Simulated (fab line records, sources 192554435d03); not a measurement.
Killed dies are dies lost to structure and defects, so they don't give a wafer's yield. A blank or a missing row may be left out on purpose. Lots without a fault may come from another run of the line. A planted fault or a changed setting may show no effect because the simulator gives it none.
fab line records | flow n5_finfet
record lots=6 wafers=18 last_day=17
route steps=1938 shown BEOL_M14@1727
lots that met no fault: from a run of the same line without faults
start_h: hours from the record's first day to the start of the lot's first wafer shown | wait_h: hours since the lot's step before | " the same as in the row above | L1.1+2: a row that stands for several wafers | - no value, or no start given | * or withheld: withheld | < > ~ a bound
route shown NAME@n: a module of which the file shows steps, and the number in the route of the first | usual: mean/standard deviation of fault-free wafers | same: alike in all rows | chamber/n: place in a boat | sites: the reading at each site | _std_site: their standard deviation | _edge_site: outer sites' mean less inner sites' | radius_mm: how far each site lies from the wafer's centre | mask NAME#n: copy n | behind: the tool/chamber that last shaped the wafer | hold: why the lot was held/for how many hours/how that ended | device: the transistor (n, p or np) that didn't switch | end of line: the same wafers' tests at the end of the route | a step without rows: its recipe alone | killed: dies lost to structure and defects at the first sort, not the wafer's yield | map: a wafer's dies, x killed, . not, _ none there
set.NAME: the setting as run; set.NAME@STEP: as run at that earlier step | model.NAME: the simulator's own value behind a step, which no gauge read
lots at some steps of the route; a table a step, a row a wafer
services: from which hour (start_h, from the record's first day; less than 0 if before it) a tool's chamber was out of use, for how many hours, and why
## steps
# step N5_BEOL_M14_OVL_MEAS_11
# recipe points_per_wafer=44
# usual V13_OVL=-1/5.3
# same points_per_wafer=44
# columns lot.wafer tool chamber start_h wait_h V13_OVL[nm]
L798.2 overlay-01 0 275.59 0.0 14
L798.5 " 0 " " 9
L798.6 " 0 " " 15
L801.1 overlay-01 0 305.61 0.0 2
L801.3 " 0 " " 2
L801.6 " 0 " " -7
L802.2 overlay-01 0 308.89 0.0 4
L802.3 " 0 " " -2
L802.6 " 0 " " 3
L800.2 overlay-02 0 336.29 0.0 -9
L800.5 " 0 " " -4
L800.6 " 0 " " -1
L807.3 overlay-01 0 341.15 0.0 -1
L807.4 " 0 " " -7
L807.6 " 0 " " -4
L815.1 overlay-02 0 383.87 0.0 -10
L815.3 " 0 " " -4
L815.6 " 0 " " -5
# step N5_BEOL_M14_INSPECT_12
# recipe mode=adi inspect_instrument=macro
# usual raw_defect_count=2.1/1.3
# columns lot.wafer tool chamber start_h wait_h raw_defect_count
L798.2 defect_inspect-02 - 275.62 0.0 3
L798.5 " - " " 4
L798.6 " - " " 3
L801.1 defect_inspect-01 - 305.63 0.0 0
L801.3 " - " " 1
L801.6 " - " " 1
L802.2 defect_inspect-02 - 308.91 0.0 4
L802.3 " - " " 3
L802.6 " - " " 3
L800.2 defect_inspect-01 - 336.31 0.0 2
L800.5 " - " " 2
L800.6 " - " " 3
L807.3 defect_inspect-01 - 341.17 0.0 5
L807.4 " - " " 3
L807.6 " - " " 3
L815.1 defect_inspect-02 - 383.90 0.0 3
L815.3 " - " " 2
L815.6 " - " " 3
# step N5_BEOL_M14_DESCUM_15
# recipe chemistry=O2 time_s=7.9 source_power_w=50 bias_power_w=20 pressure_mtorr=20 rf_frequency_hz=2.712e+07 temp_c=40 o2_flow_sccm=225
# usual drypump_motor_current_A=5.9/0.43 oes_product_au=0.78/0.082 rf_fwd_power_W=49.33/0.23 rf_vpp_V=243.0/1.1 showerhead_plenum_p_Torr=2.08/0.056 throttle_valve_pct=20.51/0.24
# columns lot.wafer tool chamber start_h wait_h drypump_motor_current_A oes_product_au rf_fwd_power_W rf_hours_counter_h rf_vpp_V showerhead_plenum_p_Torr throttle_valve_pct
L798.2 rie_diel-01 2 275.65 0.0 5.6 0.73 49.60 147 241.8 2.01 20.65
L798.5 " 3 " " 6.7 0.99 49.14 - 245.0 2.15 20.42
L798.6 " 2 " " 5.6 0.73 49.66 - 241.8 2.01 20.66
L801.1 rie_diel-04 3 305.67 0.0 5.6 0.91 49.17 33 243.1 2.14 20.62
L801.3 " 2 " " 6.0 0.75 49.19 149 242.4 2.08 20.12
L801.6 " 3 " " 5.6 0.91 49.37 - 243.0 2.14 20.61
L802.2 rie_diel-01 2 308.95 0.0 5.6 0.72 49.58 153 241.5 2.01 20.66
L802.3 " 1 " " 6.2 0.81 49.42 117 244.3 2.12 20.77
L802.6 " 0 " " 5.9 0.71 49.17 - 241.3 1.97 20.25
L800.2 rie_diel-01 2 336.34 0.0 5.6 0.72 49.69 163 242.2 2.01 20.69
L800.5 " 2 " " 5.6 0.72 49.66 - 241.1 2.01 20.66
L800.6 " 3 " " 6.7 0.94 49.12 - 244.6 2.14 20.44
L807.3 rie_diel-04 3 341.66 0.5 5.6 0.87 49.30 47 244.0 2.14 20.65
L807.4 " 2 " " 6.0 0.73 49.14 162 243.4 2.07 20.13
L807.6 " 0 " " 5.3 0.93 49.22 - 243.7 2.05 19.95
L815.1 rie_diel-04 1 383.93 0.0 5.5 0.74 48.90 167 241.7 2.07 20.64
L815.3 " 2 " " 6.0 0.71 49.00 177 242.2 2.07 20.16
L815.6 " 1 " " 5.5 0.74 48.97 - 242.4 2.07 20.64
# step N5_BEOL_M14_ETCH_59
# recipe chemistry=N2/H2 target=BARC target_depth_a=890 overetch_a=267 time_s=67.9 ion_energy_ev=200 pressure_mtorr=30 source_w=840 bias_w=150 n2_flow_sccm=200 h2_flow_sccm=200
# usual drypump_motor_current_A=5.9/0.43 oes_product_au=0.67/0.067 rf_fwd_power_W=832.8/3 rf_vpp_V=523.5/1.8 showerhead_plenum_p_Torr=2.53/0.058 throttle_valve_pct=17.93/0.23
# columns lot.wafer tool chamber start_h wait_h drypump_motor_current_A oes_product_au rf_fwd_power_W rf_hours_counter_h rf_vpp_V showerhead_plenum_p_Torr throttle_valve_pct
L798.2 rie_diel-01 2 275.69 0.0 5.6 0.64 834.2 147 520.6 2.45 18.17
L798.5 " 3 " " 6.7 0.84 835.2 - 524.2 2.59 17.63
L798.6 " 2 " " 5.6 0.64 835.9 - 521.0 2.45 18.16
L801.1 rie_diel-04 3 305.70 0.0 5.6 0.77 827.9 33 525.5 2.58 17.74
L801.3 " 2 " " 6.0 0.64 839.4 149 521.6 2.54 17.71
L801.6 " 3 " " 5.6 0.78 834.0 - 526.3 2.58 17.74
L802.2 rie_diel-01 2 308.98 0.0 5.6 0.63 834.8 153 519.7 2.44 18.17
L802.3 " 1 " " 6.2 0.68 835.5 117 524.9 2.57 18.14
L802.6 " 0 " " 5.9 0.61 833.7 - 519.3 2.42 17.95
L800.2 rie_diel-01 2 336.38 0.0 5.6 0.63 834.7 163 521.9 2.44 18.19
L800.5 " 2 " " 5.6 0.63 833.7 - 521.3 2.44 18.20
L800.6 " 3 " " 6.8 0.80 829.2 - 525.2 2.58 17.65
L807.3 rie_diel-04 3 341.69 0.0 5.6 0.76 829.8 47 523.2 2.57 17.76
L807.4 " 2 " " 6.0 0.63 832.9 162 523.8 2.53 17.72
L807.6 " 0 " " 5.3 0.80 829.9 - 524.3 2.50 17.48
L815.1 rie_diel-04 1 383.97 0.0 5.6 0.63 830.0 167 523.7 2.54 18.18
L815.3 " 2 " " 6.0 0.62 830.0 177 523.5 2.53 17.75
L815.6 " 1 " " 5.6 0.63 826.7 - 524.6 2.54 18.17
# step N5_BEOL_M14_VIA_ETCH_16
# recipe chemistry=C4F8/O2/Ar target=SiO2 he_inner_torr=15 he_outer_torr=30 target_depth_a=12313 time_s=withheld ion_energy_ev=800 pressure_mtorr=20 source_w=1905 bias_w=2040 Ar_flow_sccm=400 C4F8_flow_sccm=16 O2_flow_sccm=12 ends=cleared
# step N5_BEOL_M14_STRIP_63
# recipe chemistry=O2 power_w=600 temp_c=60 pressure_mtorr=30 rf_frequency_hz=6e+07 bias_power_w=0 overash_fraction=0.3 o2_flow_sccm=225
# usual drypump_motor_current_A=5.9/0.42 oes_product_au=0.78/0.082 rf_vpp_V=3.6/0.8 showerhead_plenum_p_Torr=2.09/0.056 throttle_valve_pct=16.75/0.22
# columns lot.wafer tool chamber start_h wait_h drypump_motor_current_A oes_product_au rf_hours_counter_h rf_vpp_V showerhead_plenum_p_Torr throttle_valve_pct
L798.2 rie_diel-01 2 - - 5.6 0.74 147 2.6 2.02 16.85
L798.5 " 3 " " 6.7 1.00 - 4.4 2.15 16.61
L798.6 " 2 " " 5.6 0.73 - 3.7 2.02 16.86
L801.1 rie_diel-04 3 - - 5.6 0.91 33 3.8 2.15 16.78
L801.3 " 2 " " 6.0 0.75 149 4.3 2.08 16.41
L801.6 " 3 " " 5.6 0.92 - 6.1 2.15 16.79
L802.2 rie_diel-01 2 - - 5.6 0.73 154 3.4 2.02 16.88
L802.3 " 1 " " 6.2 0.81 117 3.5 2.12 16.92
L802.6 " 0 " " 6.0 0.71 - 3.8 1.97 16.55
L800.2 rie_diel-01 2 - - 5.6 0.73 164 3.4 2.01 16.89
L800.5 " 2 " " 5.6 0.72 - 2.8 2.01 16.90
L800.6 " 3 " " 6.7 0.94 - 4.8 2.15 16.62
L807.3 rie_diel-04 3 - - 5.6 0.87 47 4.2 2.14 16.81
L807.4 " 2 " " 6.0 0.74 162 3.0 2.08 16.44
L807.6 " 0 " " 5.3 0.95 - 2.6 2.05 16.18
L815.1 rie_diel-04 1 - - 5.5 0.75 167 2.5 2.08 16.90
L815.3 " 2 " " 6.0 0.72 177 3.3 2.07 16.49
L815.6 " 1 " " 5.5 0.73 - 2.3 2.08 16.88
# step N5_BEOL_M14_STRIP_64
# recipe chemistry=O2 power_w=600 temp_c=60 pressure_mtorr=30 rf_frequency_hz=6e+07 bias_power_w=0 overash_fraction=0.3 o2_flow_sccm=225
# usual drypump_motor_current_A=5.9/0.43 oes_product_au=0.78/0.083 rf_vpp_V=3.6/0.48 showerhead_plenum_p_Torr=2.09/0.055 throttle_valve_pct=16.75/0.22
# columns lot.wafer tool chamber start_h wait_h drypump_motor_current_A oes_product_au rf_hours_counter_h rf_vpp_V showerhead_plenum_p_Torr throttle_valve_pct
L798.2 rie_diel-01 2 - - 5.6 0.74 148 3.3 2.02 16.85
L798.5 " 3 " " 6.7 1.00 - 4.4 2.15 16.62
L798.6 " 2 " " 5.6 0.74 - 3.3 2.02 16.88
L801.1 rie_diel-04 3 - - 5.6 0.92 33 3.2 2.15 16.77
L801.3 " 2 " " 6.0 0.75 149 3.9 2.08 16.42
L801.6 " 3 " " 5.6 0.92 - 3.2 2.15 16.77
L802.2 rie_diel-01 2 - - 5.6 0.73 154 4.1 2.01 16.88
L802.3 " 1 " " 6.2 0.80 117 3.0 2.12 16.94
L802.6 " 0 " " 5.9 0.71 - 3.2 1.98 16.55
L800.2 rie_diel-01 2 - - 5.6 0.72 164 2.5 2.01 16.90
L800.5 " 2 " " 5.6 0.72 - 4.5 2.01 16.89
L800.6 " 3 " " 6.7 0.95 - 3.1 2.14 16.64
L807.3 rie_diel-04 3 - - 5.6 0.88 47 3.5 2.14 16.80
L807.4 " 2 " " 5.9 0.73 162 3.4 2.08 16.45
L807.6 " 0 " " 5.3 0.95 - 3.3 2.05 16.23
L815.1 rie_diel-04 1 - - 5.5 0.74 167 3.2 2.08 16.87
L815.3 " 2 " " 6.0 0.72 177 3.4 2.07 16.48
L815.6 " 1 " " 5.6 0.74 - 3.6 2.08 16.88
# step N5_BEOL_M14_STRIP_71
# recipe chemistry=post_etch_residue_remover time_s=60 temp_c=25 remover_ph=withheld remover_water_wt_pct=withheld remover_fluoride_wt_pct=withheld
# step N5_BEOL_M14_SRD_72
# recipe time_s=30 temp_c=23 rinse_liquid=diw dry=n2_spin spin_rpm=1500 dry_time_s=30
# step N5_BEOL_M14_CD_MEAS_17
# recipe target_cd_nm=250 polarity=opening
# usual cd_nm=251.0/2.3
# columns lot.wafer tool chamber start_h wait_h cd_nm
L798.2 cd_sem-01 - 276.12 0.0 251.9
L798.5 " - " " 251.8
L798.6 " - " " 253.2
L801.1 cd_sem-02 - 306.10 0.0 251.4
L801.3 " - " " 253.7
L801.6 " - " " 251.1
L802.2 cd_sem-02 - 309.38 0.0 252.9
L802.3 " - " " 251.9
L802.6 " - " " 249.3
L800.2 cd_sem-03 - 336.78 0.0 250.4
L800.5 " - " " 253.1
L800.6 " - " " 250.3
L807.3 cd_sem-01 - 342.09 0.0 251.3
L807.4 " - " " 252.9
L807.6 " - " " 249.3
L815.1 cd_sem-01 - 384.37 0.0 251.2
L815.3 " - " " 255.6
L815.6 " - " " 251.1
# step N5_BEOL_M14_COAT_65
# recipe resist=SOC temp_c=250 time_s=60 spin_rpm=1500 resist_thk_nm=450
# step N5_BEOL_M14_COAT_66
# recipe resist=SiARC temp_c=220 time_s=60 spin_rpm=1500 resist_thk_nm=110
# step N5_BEOL_M14_COAT_22
# recipe spin_rpm=2888 resist_thk_nm=300
# usual spin_speed_rpm=2887.8/1.8
# columns lot.wafer tool chamber start_h wait_h spin_speed_rpm model.coat_of_BEOL_M14_COAT_22.thk_nm
L798.2 litho_track-01 0 276.17 - 2886.1 299.8
L798.5 " 0 " " 2887.6 300.4
L798.6 " 0 " " 2887.7 299.6
L801.1 litho_track-04 0 306.14 - 2884.9 299.8
L801.3 " 0 " " 2885.4 300.4
L801.6 " 0 " " 2888.3 300.2
L802.2 litho_track-04 0 309.43 - 3129.5 288.6
L802.3 " 0 " " 3127.5 288
L802.6 " 0 " " 3128.9 287.4
L800.2 litho_track-01 0 336.82 - 2886.6 302
L800.5 " 0 " " 2887.1 301.4
L800.6 " 0 " " 2887.8 301
L807.3 litho_track-04 0 342.13 - 3130.7 288.6
L807.4 " 0 " " 3128.3 288.6
L807.6 " 0 " " 3127.0 289.8
L815.1 litho_track-05 0 384.41 - 2887.5 300.4
L815.3 " 0 " " 2890.8 301
L815.6 " 0 " " 2890.3 300
# step N5_BEOL_M14_EBR_24
# recipe solvent=PGMEA ebr_width_mm=1.5
# step N5_BEOL_M14_SOFTBAKE_23
# recipe temp_c=130 time_s=60
# step N5_BEOL_M14_EXPOSE_25
# recipe mask_id=M14 na=0.8 source_shape=annular sigma_inner=0.5 sigma_outer=0.8 polarization=unpolarized target_cd_nm=280 dose_mj=26.6
# step N5_BEOL_M14_PEB_26
# recipe peb_temp_c=130 peb_time_s=90
# step N5_BEOL_M14_DEVELOP_27
# recipe develop_time_s=45 rinse_liquid=diw dry=air_spin dev_temp_c=21
# step N5_BEOL_M14_HARDBAKE_32
# recipe temp_c=130 time_s=120
# step N5_BEOL_M14_CD_MEAS_28
# recipe target_cd_nm=284.4 landing_energy_ev=500 detector=se_inlens
# usual cd_nm=284.2/1.9
# columns lot.wafer tool chamber start_h wait_h cd_nm
L798.2 cd_sem-01 0 276.58 - 284.7
L798.5 " 0 " " 283.8
L798.6 " 0 " " 281.4
L801.1 cd_sem-02 0 306.43 - 288.6
L801.3 " 0 " " 286.0
L801.6 " 0 " " 286.9
L802.2 cd_sem-01 0 309.71 - 286.2
L802.3 " 0 " " 285.2
L802.6 " 0 " " 284.4
L800.2 cd_sem-01 0 337.12 - 286.4
L800.5 " 0 " " 285.8
L800.6 " 0 " " 285.2
L807.3 cd_sem-02 0 342.42 - 284.1
L807.4 " 0 " " 285.9
L807.6 " 0 " " 283.2
L815.1 cd_sem-02 0 384.69 - 287.6
L815.3 " 0 " " 287.0
L815.6 " 0 " " 286.8
# step N5_BEOL_M14_OVL_MEAS_29
# recipe points_per_wafer=44
# usual M14_OVL=3/6.8
# same points_per_wafer=44
# columns lot.wafer tool chamber start_h wait_h M14_OVL[nm]
L798.2 overlay-01 0 276.60 0.0 -12
L798.5 " 0 " " 6
L798.6 " 0 " " -5
L801.1 overlay-02 0 306.46 0.0 7
L801.3 " 0 " " 11
L801.6 " 0 " " -1
L802.2 overlay-02 0 309.74 0.0 6
L802.3 " 0 " " 12
L802.6 " 0 " " 5
L800.2 overlay-02 0 337.15 0.0 -9
L800.5 " 0 " " -14
L800.6 " 0 " " -8
L807.3 overlay-02 0 342.45 0.0 -4
L807.4 " 0 " " 7
L807.6 " 0 " " 2
L815.1 overlay-02 0 384.72 0.0 9
L815.3 " 0 " " 12
L815.6 " 0 " " 10
# step N5_BEOL_M14_INSPECT_30
# recipe mode=adi inspect_instrument=macro
# usual raw_defect_count=1.9/1.4
# columns lot.wafer tool chamber start_h wait_h raw_defect_count
L798.2 defect_inspect-02 - 276.63 0.0 1
L798.5 " - " " 2
L798.6 " - " " 2
L801.1 defect_inspect-02 - 306.48 0.0 2
L801.3 " - " " 1
L801.6 " - " " 7
L802.2 defect_inspect-01 - 309.76 0.0 4
L802.3 " - " " 3
L802.6 " - " " 1
L800.2 defect_inspect-02 - 337.17 0.0 4
L800.5 " - " " 1
L800.6 " - " " 2
L807.3 defect_inspect-01 - 342.47 0.0 2
L807.4 " - " " 1
L807.6 " - " " 1
L815.1 defect_inspect-02 - 384.75 0.0 2
L815.3 " - " " 1
L815.6 " - " " 3
# step N5_BEOL_M14_DESCUM_33
# recipe chemistry=O2 time_s=7.9 source_power_w=50 bias_power_w=20 pressure_mtorr=20 rf_frequency_hz=2.712e+07 temp_c=40 o2_flow_sccm=225
# step N5_BEOL_M14_ETCH_67
# recipe chemistry=CF4 target=SiARC target_depth_a=1430 time_s=238.3 ion_energy_ev=80 pressure_mtorr=40 source_w=545 bias_w=36 Ar_flow_sccm=100 cf4_flow_sccm=100 ends=cleared
# usual cf4_flow_sccm=99.97/0.27 drypump_motor_current_A=5.9/0.46 etch_rf_on_time_s=240/5.5 oes_product_au=0.67/0.08 rf_fwd_power_W=543.2/1.7 rf_vpp_V=184.0/1.1 showerhead_plenum_p_Torr=2.14/0.059 throttle_valve_pct=15.69/0.22
# columns lot.wafer tool chamber start_h wait_h cf4_flow_sccm drypump_motor_current_A etch_rf_on_time_s oes_product_au rf_fwd_power_W rf_hours_counter_h rf_vpp_V showerhead_plenum_p_Torr throttle_valve_pct model.coat_of_BEOL_M14_COAT_22.thk_nm
L798.2 rie_diel-01 1 276.70 0.0 100.01 6.2 238 0.69 542.0 111 184.0 2.16 15.82 211.4
L798.5 " 3 " " 100.17 6.6 237 0.85 544.3 - 185.6 2.19 15.52 211.6
L798.6 " 0 " " 99.94 5.9 245 0.60 544.7 - 182.0 2.03 15.53 211.2
L801.1 rie_diel-01 3 306.55 0.0 100.28 6.7 235 0.82 540.6 7 184.3 2.19 15.54 211
L801.3 " 0 " " 99.92 5.9 249 0.60 544.0 214 183.6 2.03 15.54 211.6
L801.6 " 2 " " 100.03 5.6 249 0.61 544.9 - 181.9 2.04 15.69 211.8
L802.2 rie_diel-01 0 310.11 0.0 99.96 5.9 249 0.59 539.8 215 183.4 2.03 15.55 200
L802.3 " 3 " " 99.94 6.6 234 0.83 544.4 8 183.3 2.19 15.52 199.6
L802.6 " 3 " " 100.00 6.7 237 0.83 544.6 - 184.4 2.19 15.53 198.6
L800.2 rie_diel-01 2 337.24 0.0 100.10 5.6 249 0.61 542.4 164 182.0 2.04 15.72 213
L800.5 " 3 " " 99.65 6.7 237 0.81 541.3 - 184.2 2.19 15.55 212.4
L800.6 " 0 " " 100.31 5.9 249 0.59 541.7 - 183.6 2.03 15.56 212
L807.3 rie_diel-01 3 342.87 0.0 100.07 6.7 233 0.81 543.9 21 186.0 2.19 15.57 200
L807.4 " 1 " " 100.26 6.1 235 0.68 543.6 125 184.2 2.16 15.84 199.6
L807.6 " 1 " " 100.23 6.1 235 0.69 543.7 - 184.2 2.16 15.84 201.2
L815.1 rie_diel-04 3 384.82 0.0 100.06 5.6 234 0.74 542.0 63 183.4 2.19 15.78 212.2
L815.3 " 0 " " 99.97 5.3 229 0.78 544.5 23 182.1 2.10 15.24 212.4
L815.6 " 3 " " 99.85 5.6 235 0.75 541.5 - 184.9 2.18 15.78 211.2
# step N5_BEOL_M14_ETCH_68
# recipe chemistry=N2/H2 target=SOC mask_material=SiARC source_w=3000 bias_w=350 temp_c=40 time_s=450 ion_energy_ev=200 pressure_mtorr=30 n2_flow_sccm=200 h2_flow_sccm=200
# usual drypump_motor_current_A=6.0/0.46 oes_product_au=0.79/0.094 rf_fwd_power_W=2995/9.2 rf_vpp_V=523.6/2 showerhead_plenum_p_Torr=2.53/0.062 throttle_valve_pct=17.81/0.25
# columns lot.wafer tool chamber start_h wait_h drypump_motor_current_A oes_product_au rf_fwd_power_W rf_hours_counter_h rf_vpp_V showerhead_plenum_p_Torr throttle_valve_pct
L798.2 rie_diel-01 1 276.84 0.1 6.2 0.81 2999 111 524.6 2.57 18.02
L798.5 " 3 " " 6.7 1.00 3002 - 526.6 2.59 17.52
L798.6 " 0 " " 5.9 0.71 2976 - 520.9 2.42 17.83
L801.1 rie_diel-01 3 306.70 0.1 6.7 0.99 2986 7 525.9 2.58 17.54
L801.3 " 0 " " 5.9 0.70 2995 214 519.5 2.42 17.85
L801.6 " 2 " " 5.6 0.73 2988 - 519.8 2.44 18.07
L802.2 rie_diel-01 0 310.26 0.1 5.9 0.71 2992 215 520.1 2.42 17.83
L802.3 " 3 " " 6.7 0.98 2980 8 524.6 2.58 17.55
L802.6 " 3 " " 6.6 0.98 2993 - 525.8 2.58 17.52
L800.2 rie_diel-01 2 337.39 0.1 5.6 0.72 2992 164 520.7 2.44 18.08
L800.5 " 3 " " 6.8 0.94 3000 - 525.1 2.58 17.55
L800.6 " 0 " " 5.9 0.70 3005 - 519.0 2.41 17.85
L807.3 rie_diel-01 3 343.02 0.1 6.7 0.96 2998 21 525.3 2.58 17.57
L807.4 " 1 " " 6.2 0.80 3001 125 524.2 2.56 18.07
L807.6 " 1 " " 6.2 0.79 3014 - 523.5 2.56 18.04
L815.1 rie_diel-04 3 384.96 0.1 5.6 0.85 2978 63 524.5 2.56 17.68
L815.3 " 0 " " 5.3 0.89 2995 24 523.4 2.50 17.38
L815.6 " 3 " " 5.6 0.85 2984 - 524.2 2.56 17.66
## services
# columns tool chamber start_h hours kind
litho_track-04 - 262.17 - consumable_replace:filter
rie_diel-01 1 269.22 5.2 repair
litho_track-04 - 272.27 - consumable_replace:filter
rie_diel-01 - 280.26 14.6 pm
rie_diel-04 0 305.44 - clean
rie_diel-04 0 305.44 - consumable_replace:focus_ring
rie_diel-04 0 305.44 17.7 scheduled_down
rie_diel-04 0 305.44 17.7 vent_cycle
litho_track-01 - 309.81 - consumable_replace:filter
rie_diel-01 1 315.35 8.1 repair
rie_diel-01 2 372.55 2.4 repair
## key
first_sign step=N5_BEOL_M14_COAT_22 reading=spin_speed_rpm direction=up sigmas=99+ usual=* struck=*
effect none on later readings
model_effect step=N5_BEOL_M14_COAT_22 value=coat_of_BEOL_M14_COAT_22.thk_nm without=300.2 struck=288.5
model_effect step=N5_BEOL_M14_ETCH_67 value=coat_of_BEOL_M14_COAT_22.thk_nm without=211.6 struck=199.8
met_at N5_BEOL_M14_COAT_22
struck_wafers L802.2,L802.3,L802.6,L807.3,L807.4,L807.6
baseline_loss step=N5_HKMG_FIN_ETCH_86 wafers=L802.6
onset_between 306.14 309.43
fault kind=process_parameter_drift tool=litho_track-04 chamber=- onset_h=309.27 steps=N5_BEOL_M14_COAT_22 channel=spin_rpm offset=* shape=step end_h=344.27 acts_in=* stated=*
# baseline_loss: these wafers lose ten dies or more at that step, a loss of the line's own and not of a fault; the sort's usual values leave them out
